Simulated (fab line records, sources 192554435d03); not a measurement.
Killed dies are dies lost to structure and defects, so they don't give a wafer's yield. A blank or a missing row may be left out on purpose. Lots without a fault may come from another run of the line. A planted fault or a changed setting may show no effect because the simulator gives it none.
Split-lot experiment | flow n5_finfet | 7 lots, 39 wafers read, on a route of 1938 steps

THE SPLIT
At N5_BEOL_M9_ETCH_66 (etches SOC in N2/H2, target depth 80 nm, overetch 16 nm, time 120 s), the setting time_s was moved away from the recipe's 120 s on 15 of the 39 wafers read, by -40.4% to +30.0%. The other wafers ran this setting at the recipe's value.

The reading is taken at the split's own step.

THE READING
SiARC_of_BEOL_M9_COAT_64.thk_nm (the simulator's own value, which no gauge read), in nm, at N5_BEOL_M9_ETCH_66 (etches SOC in N2/H2, target depth 80 nm, overetch 16 nm, time 120 s). The file gives no usual value for it. The 24 wafers here that ran the recipe average 6.3 nm, standard deviation 0.25 nm.

wafer  | tool, chamber at the split | time_s as run, s | against the recipe | SiARC_of_BEOL_M9_COAT_64.thk_nm, nm | against lot-mates on the recipe
L074.1 | rie_diel-01, 0,3           | 80.78            | -32.7%             | 8.2                                 | +1.9
L074.2 | rie_diel-01, 0,3           | 80.78            | -32.7%             | 8.2                                 | +1.9
L074.3 | rie_diel-01, 2             | 80.78            | -32.7%             | 8                                   | +1.7
L074.4 | rie_diel-01, 1             | 120              | recipe             | 6.8                                 | -
L074.5 | rie_diel-01, 2             | 120              | recipe             | 6                                   | -
L074.6 | rie_diel-01, 3             | 120              | recipe             | 6.2                                 | -
L077.1 | rie_diel-01, 2             | 138.3            | +15.3%             | 5                                   | -1.6
L077.2 | rie_diel-01, 3             | 138.3            | +15.3%             | 5.4                                 | -1.2
L077.3 | rie_diel-01, 1             | 120              | recipe             | 6.6                                 | -
L077.4 | rie_diel-01, 0             | 120              | recipe             | 6.4                                 | -
L077.5 | rie_diel-01, 0             | 138.3            | +15.3%             | 5.6                                 | -1.0
L077.6 | rie_diel-01, 1             | 120              | recipe             | 6.8                                 | -
L075.1 | rie_diel-05, 1,3,3         | 120              | recipe             | 6.2                                 | -
L075.3 | rie_diel-05, 1,3,3         | 120              | recipe             | 6.2                                 | -
L075.6 | rie_diel-05, 1,3,3         | 120              | recipe             | 6.2                                 | -
L084.1 | rie_diel-06, 0,3           | 120              | recipe             | 6.6                                 | -
L084.3 | rie_diel-06, 0,3           | 120              | recipe             | 6.6                                 | -
L084.2 | rie_diel-06, 2             | 120              | recipe             | 6.2                                 | -
L084.4 | rie_diel-06, 3             | 77.76            | -35.2%             | 8.4                                 | +1.9
L084.5 | rie_diel-06, 2             | 77.76            | -35.2%             | 8.2                                 | +1.7
L084.6 | rie_diel-06, 0             | 77.76            | -35.2%             | 8.6                                 | +2.1
L087.1 | rie_diel-06, 1,2           | 120              | recipe             | 6.2                                 | -
L087.2 | rie_diel-06, 1,2           | 120              | recipe             | 6.2                                 | -
L087.3 | rie_diel-06, 3             | 120              | recipe             | 6.4                                 | -
L087.4 | rie_diel-06, 0             | 156              | +30.0%             | 5                                   | -1.3
L087.5 | rie_diel-06, 3             | 156              | +30.0%             | 4.8                                 | -1.5
L087.6 | rie_diel-06, 2             | 156              | +30.0%             | 4.4                                 | -1.9
L090.1 | rie_diel-05, 2             | 120              | recipe             | 5.8                                 | -
L090.2 | rie_diel-05, 0             | 120              | recipe             | 6.4                                 | -
L090.3 | rie_diel-05, 1,0           | 71.55            | -40.4%             | 8.6                                 | +2.5
L090.4 | rie_diel-05, 1,0           | 71.55            | -40.4%             | 8.6                                 | +2.5
L090.5 | rie_diel-05, 1             | 120              | recipe             | 6.2                                 | -
L090.6 | rie_diel-05, 2             | 71.55            | -40.4%             | 8.4                                 | +2.3
L094.1 | rie_diel-05, 1,0,0         | 120              | recipe             | 6.4                                 | -
L094.4 | rie_diel-05, 1,0,0         | 120              | recipe             | 6.4                                 | -
L094.5 | rie_diel-05, 1,0,0         | 120              | recipe             | 6.4                                 | -
L094.2 | rie_diel-05, 3,2,3         | 120              | recipe             | 6                                   | -
L094.3 | rie_diel-05, 3,2,3         | 120              | recipe             | 6                                   | -
L094.6 | rie_diel-05, 3,2,3         | 120              | recipe             | 6                                   | -
Where a row lists several chambers, the file gives one row for several wafers and doesn't say which wafer went through which chamber.

THE FIT
A straight line over all 39 wafers: SiARC_of_BEOL_M9_COAT_64.thk_nm changes by -0.0563 nm for each +1% of time_s; r = -0.98; the points scatter about the line by 0.24 nm.
The same after taking each lot's own level away (the mean of its wafers on the recipe; 39 wafers): -0.0573 nm for each +1%; r = -0.98; scatter 0.24 nm.
On that fit, the largest move of time_s shifts the reading by 2.3 nm.
The lots' own levels span 6.13 to 6.60 nm, that is 1.9 times the standard deviation above.
So the lot-to-lot level changes the slope little: the two slopes agree.
Check: with one of the wafers moved furthest among these (-40.4%) left out of the fit, the line predicts +2.27 nm for it against its lot-mates. It came out at +2.47 nm against them.

OTHER SPLITS ON THESE WAFERS
These wafers also went through other splits before the reading. Each is held against what the fit with the lots' levels taken away leaves over:
other split on the same wafers     | wafers away from the commonest value | r with SiARC_of_BEOL_M9_COAT_64.thk_nm (lot level and that fit taken away)
N5_BEOL_M6_ILD_DEP_00 target_thk_a | 9                                    | -0.27

THE FILE'S OWN FIT
SiARC_of_BEOL_M9_COAT_64.thk_nm changes by -0.057 nm for each +1% of time_s, r = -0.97.
